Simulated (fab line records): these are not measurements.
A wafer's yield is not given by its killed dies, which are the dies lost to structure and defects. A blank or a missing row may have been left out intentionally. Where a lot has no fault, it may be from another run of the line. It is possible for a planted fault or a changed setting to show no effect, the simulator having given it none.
A single fault, viewed from 2 desks + flow nand_harc + what lay behind the numbers comes last; until then each desk has only its own

== AT THE METROLOGY DESK ==
Lot by lot, what the gauges showed, no matter which tool ran the lot: averages of those sampled wafers that carry a number. Any lot whose mean is over 4 standard deviations away from the usual mean is out of limits and marked OUT; that distance is given in the brackets.
Columns: A = thk_nm at NHARC_A_BONDPAD_THK_MEAS_30, usual 200.2 nm
| lot  | first seen here | A     |
|------|-----------------|-------|
| L304 | day 22 22:12    | 200.5 |
| L305 | day 23 13:53    | 199.6 |
| L307 | day 24 07:58    | 199.9 |
| L310 | day 24 21:01    | 200.9 |
| L309 | day 25 00:18    | 199.1 |
| L308 | day 25 00:55    | 200.8 |
| L311 | day 26 09:52    | 200.1 |
| L313 | day 27 07:28    | 200.7 |
| L315 | day 28 05:41    | 200.0 |
| L317 | day 28 08:57    | 200.2 |
| L316 | day 28 16:40    | 199.6 |
| L322 | day 30 09:53    | 202.0 |
| L323 | day 31 06:11    | 200.1 |
This desk's finding: nothing out of limits on any of the 13 lots.

== DESK OF THE TOOL OWNER: ecd_cu-01 ==
The tool's own readings at NHARC_P_M2_ECD_22 (material Cu, target thk 400 nm): means of the sampled wafers that have a number, for each lot that ran on this tool. Any lot whose mean is over 4 standard deviations away from the usual mean is out of limits and marked OUT; that distance is given in the brackets.
Columns: A = bath_heat_duty_pct at NHARC_P_M2_ECD_22, usual 6.4 %
| lot  | first seen here | A   |
|------|-----------------|-----|
| L304 | day 6 20:47     | 6.1 |
| L308 | day 8 05:22     | 5.9 |
| L309 | day 8 16:34     | 6.3 |
| L311 | day 9 09:40     | 6.4 |
| L316 | day 11 15:37    | 6.7 |
| L317 | day 11 20:24    | 6.2 |
| L322 | day 14 01:26    | 6.2 |
| L323 | day 14 16:39    | 5.6 |
This desk's finding: nothing out of limits on any of the 8 lots.

== ALL TOGETHER ==
Nothing out of limits was seen by the metrology desk.
The desk of the tool owner found nothing out of limits.

== WHAT THE SIMULATOR HAD PUT IN ==
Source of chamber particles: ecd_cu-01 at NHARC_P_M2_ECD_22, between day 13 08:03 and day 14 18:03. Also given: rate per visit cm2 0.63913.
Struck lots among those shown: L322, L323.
